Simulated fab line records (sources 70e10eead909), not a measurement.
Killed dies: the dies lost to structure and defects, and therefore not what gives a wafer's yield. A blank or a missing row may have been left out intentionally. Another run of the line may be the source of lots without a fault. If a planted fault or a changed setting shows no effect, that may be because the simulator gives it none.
Chamber matching | flow nand harc | NHARC_A_CONTACT_DEP_85 on pecvd-04: 3 sister chambers
The step deposits SiON, target thk 60 nm. 6 wafers are shown with their chamber, then 8 later ones without.

WAFERS WITH THEIR CHAMBER
wafer  | chamber | showerhead vpp V (V) | heater power w (W)
L422.4 | 0       | 1042                 | 772
L421.3 | 2       | 1117                 | 913
L421.5 | 2       | 1151                 | 906
L430.4 | 0       | 1078                 | 720
L430.5 | 1       | 1228                 | 705
L431.2 | 1       | 1212                 | 599

WAFERS WITHOUT THEIR CHAMBER
wafer  | showerhead vpp V (V) | heater power w (W)
L431.5 | 1190                 | 605
L431.6 | 1146                 | 860
L432.1 | 1212                 | 640
L432.4 | 1249                 | 655
L432.5 | 1056                 | 807
L436.1 | 1068                 | 679
L436.3 | 1149                 | 805
L436.5 | 1129                 | 796

EACH ONE'S CHAMBER
wafer  | from the rows above     | in truth
L431.5 | 1                       | 1
L431.6 | 2                       | 2
L432.1 | 1                       | 1
L432.4 | 1                       | 1
L432.5 | 0                       | 0
L436.1 | 0                       | 0
L436.3 | 2                       | 2
L436.5 | can't be placed: 2 or 0 | 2
Placed correctly: 7 of 8. Unplaceable from these rows: 1, with the true chamber sitting among the candidates in 1. 0 placed wrongly.
How it was worked out, from the rows above alone: a wafer's distance from a chamber is the root of the sum, over the readings, of the square of ((its reading less the chamber's mean) divided by the reading's scatter). If the next closest chamber is less than 2 further off than the closest, the wafer can't be placed; otherwise it belongs to the closest. For every chamber, the mean is computed from those of its wafers that are shown. How the scatter is found: for the shown wafers, subtract from each reading the mean of its chamber, square and add these, divide the total by (wafers less chambers), then take the root.
